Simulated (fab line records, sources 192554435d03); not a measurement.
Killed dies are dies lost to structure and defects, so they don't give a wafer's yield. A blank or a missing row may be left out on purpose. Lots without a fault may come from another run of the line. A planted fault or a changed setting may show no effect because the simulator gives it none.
fab line records | flow n5_finfet
record lots=7 wafers=39
route steps=1938 shown GATE_CUT@469
start_h: hours from the record's first day to the start of the lot's first wafer shown | wait_h: hours since the lot's step before | " the same as in the row above | L1.1+2: a row that stands for several wafers | - no value, or no start given | * or withheld: withheld | < > ~ a bound
route shown NAME@n: a module of which the file shows steps, and the number in the route of the first | usual: mean/standard deviation of fault-free wafers | same: alike in all rows | chamber/n: place in a boat | sites: the reading at each site | _std_site: their standard deviation | _edge_site: outer sites' mean less inner sites' | radius_mm: how far each site lies from the wafer's centre | mask NAME#n: copy n | behind: the tool/chamber that last shaped the wafer | hold: why the lot was held/for how many hours/how that ended | device: the transistor (n, p or np) that didn't switch | end of line: the same wafers' tests at the end of the route | a step without rows: its recipe alone | killed: dies lost to structure and defects at the first sort, not the wafer's yield | map: a wafer's dies, x killed, . not, _ none there
set.NAME: the setting as run; set.NAME@STEP: as run at that earlier step | model.NAME: the simulator's own value behind a step, which no gauge read
lots whose settings were changed on purpose; a table a step, a row a wafer
## steps
# step N5_GATE_CUT_ETCH_58
# recipe chemistry=CH3F/O2 target=SiNx target_depth_a=170 time_s=128.6 ion_energy_ev=50 pressure_mtorr=30 source_w=415 bias_w=21 Ar_flow_sccm=150 CH3F_flow_sccm=30 O2_flow_sccm=20
# columns lot.wafer tool chamber start_h wait_h set.target_depth_a model.etch.depth_nm model.SiNx_of_SDB_ALD_29.thk_nm
L078.1 rie_diel-03 3 109.57 0.0 191.7 19.06 24
L078.2 " 2 " " 191.7 18.88 24.2
L078.3 " 0 " " 170 16.59 24.4
L078.4 " 1 " " 170 16.44 24.6
L078.5 " 2 " " 170 16.77 24.4
L078.6 " 1 " " 191.7 18.66 24.2
L080.2 rie_diel-03 2 115.39 0.3 170 16.88 24.6
L080.3 " 1 " " 170 16.51 24.8
L080.4 " 0 " " 170 16.51 24.6
L083.1 rie_diel-06 3 145.52 0.1 184.8 18.67 24.2
L083.2 " 0 " " 170 17.11 24.4
L083.3 " 1 " " 170 16.75 24.4
L083.4 " 2 " " 184.8 18.71 24.2
L083.5 " 1 " " 170 16.74 24.6
L083.6 " 0 " " 184.8 18.59 24.2
L085.1 rie_diel-06 0 151.91 0.1 170 16.84 24.4
L085.2 " 3 " " 152.6 15.2 24.8
L085.3 " 1 " " 170 16.67 24.6
L085.4 " 2 " " 152.6 15.42 24.8
L085.5 " 2 " " 170 17.16 24.6
L085.6 " 1 " " 152.6 14.98 24.8
L090.1 rie_diel-03 0 174.87 0.0 170 16.39 24.8
L090.2 " 3 " " 182.1 17.94 24.6
L090.3 " 2 " " 182.1 17.61 24.6
L090.4 " 1 " " 170 16.02 24.8
L090.5 " 3 " " 170 16.56 24.8
L090.6 " 2 " " 182.1 17.63 24.6
L096.1 rie_diel-02 3 213.32 0.1 170 17.06 24.6
L096.2 " 1 " " 170 17.3 24.6
L096.3 " 0 " " 170 16.51 24.6
L096.4 " 2 " " 170 16.58 24.6
L096.5 " 2 " " 170 16.49 24.6
L096.6 " 3 " " 170 17.06 24.4
L097.1 rie_diel-03 1 220.42 0.1 151.4 14.36 25.2
L097.2 " 2 " " 170 16.83 24.6
L097.3 " 3 " " 170 16.7 24.6
L097.4 " 0 " " 170 16.46 24.8
L097.5 " 2 " " 151.4 14.89 25
L097.6 " 1 " " 151.4 14.51 25
## key
split step=N5_GATE_CUT_ETCH_58 setting=target_depth_a stated=170 by=wafer
response step=N5_GATE_CUT_ETCH_58 reading=model.etch.depth_nm change=+0.184 per=1% r=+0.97
response step=N5_GATE_CUT_ETCH_58 reading=model.SiNx_of_SDB_ALD_29.thk_nm change=-0.0294 per=1% r=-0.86
